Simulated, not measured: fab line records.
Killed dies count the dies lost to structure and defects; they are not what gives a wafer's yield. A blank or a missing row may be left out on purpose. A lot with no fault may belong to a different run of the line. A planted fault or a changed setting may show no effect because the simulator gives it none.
Split-lot experiment    flow n5 finfet    21 wafers read across 7 lots, on a route 1938 steps long

## THE SPLIT ITSELF
At N5_MIM_BOT_SPUTTER_00 (material TiN, target thk 35 nm, time 89.7 s), the setting time s was moved away from the recipe's 89.7 s on 9 of the 21 wafers read, by -10.8% to +5.8%. The other wafers ran this setting at the recipe's value.

The split's own step is where the reading is taken.

## THE READING
TiN_of_MIM_BOT_SPUTTER_00.thk nm (the simulator's own value, which no gauge read), in nm, at N5_MIM_BOT_SPUTTER_00 (material TiN, target thk 35 nm, time 89.7 s). The file gives no usual value for it. Here, 12 wafers ran the recipe; their average is 35.0 nm with a standard deviation of 0.29 nm.

wafer   tool, chamber at the split  time s as run, s  against the recipe  TiN_of_MIM_BOT_SPUTTER_00.thk nm, nm  against lot-mates on the recipe
L078.1  pvd sputter-01, -           80.66             -10.1%              31.8                                  -3.4
L078.3  pvd sputter-01, -           89.7              recipe              35.2                                  -
L078.6  pvd sputter-01, -           80.66             -10.1%              31.6                                  -3.6
L079.1  pvd sputter-01, -           81.5              -9.1%               31.4                                  -3.2
L079.3  pvd sputter-01, -           81.5              -9.1%               32                                    -2.6
L079.6  pvd sputter-01, -           89.7              recipe              34.6                                  -
L081.3  pvd sputter-02, -           89.7              recipe              34.6                                  -
L081.5  pvd sputter-02, -           80.05             -10.8%              31                                    -3.7
L081.6  pvd sputter-02, -           89.7              recipe              34.8                                  -
L088.1  pvd sputter-01, -           89.7              recipe              35.4                                  -
L088.3  pvd sputter-01, -           89.7              recipe              35.2                                  -
L088.4  pvd sputter-01, -           89.7              recipe              35                                    -
L090.2  pvd sputter-02, -           94.91             +5.8%               37.4                                  +2.0
L090.4  pvd sputter-02, -           89.7              recipe              35.4                                  -
L090.5  pvd sputter-02, -           89.7              recipe              35.4                                  -
L092.1  pvd sputter-03, -           81.47             -9.2%               31.2                                  -3.7
L092.3  pvd sputter-03, -           89.7              recipe              35                                    -
L092.5  pvd sputter-03, -           89.7              recipe              34.8                                  -
L095.1  pvd sputter-02, -           85.21             -5.0%               32.8                                  -2.0
L095.3  pvd sputter-02, -           85.21             -5.0%               33.2                                  -1.6
L095.6  pvd sputter-02, -           89.7              recipe              34.8                                  -

FIT RESULTS
A straight line over all 21 wafers: TiN_of_MIM_BOT_SPUTTER_00.thk nm changes by +0.368 nm for each +1% of time s; r = +0.99; the points scatter about the line by 0.32 nm.
The same after taking each lot's own level away (the mean of its wafers on the recipe; 21 wafers): +0.346 nm for each +1%; r = +0.99; scatter 0.21 nm.
Per that fit: largest time s move, reading shift of 3.7 nm.
Across the lots, their own levels run from 34.60 to 35.40 nm, a range of 2.8 times the standard deviation given above.
Consequently the slope shifts little with the lot-to-lot level, the two slopes agreeing.
Check: -3.74 nm against its lot-mates is what the line predicts for one of the wafers moved furthest among these (-10.8%) when that wafer is left out of the fit. Against them it came out at -3.7 nm.

## THESE WAFERS: OTHER SPLITS
Note: prior to the reading, these wafers also went through further splits. Each is held against what the fit with the lots' levels taken away leaves over:
other split on the same wafers  wafers away from the commonest value  r with TiN_of_MIM_BOT_SPUTTER_00.thk nm (lot level and that fit taken away)
N5_BEOL_M15_EXPOSE_07 dose mj   10                                    -0.02

## THE FILE'S OWN FIT
TiN_of_MIM_BOT_SPUTTER_00.thk nm changes by +0.352 nm for each +1% of time s, r = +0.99.
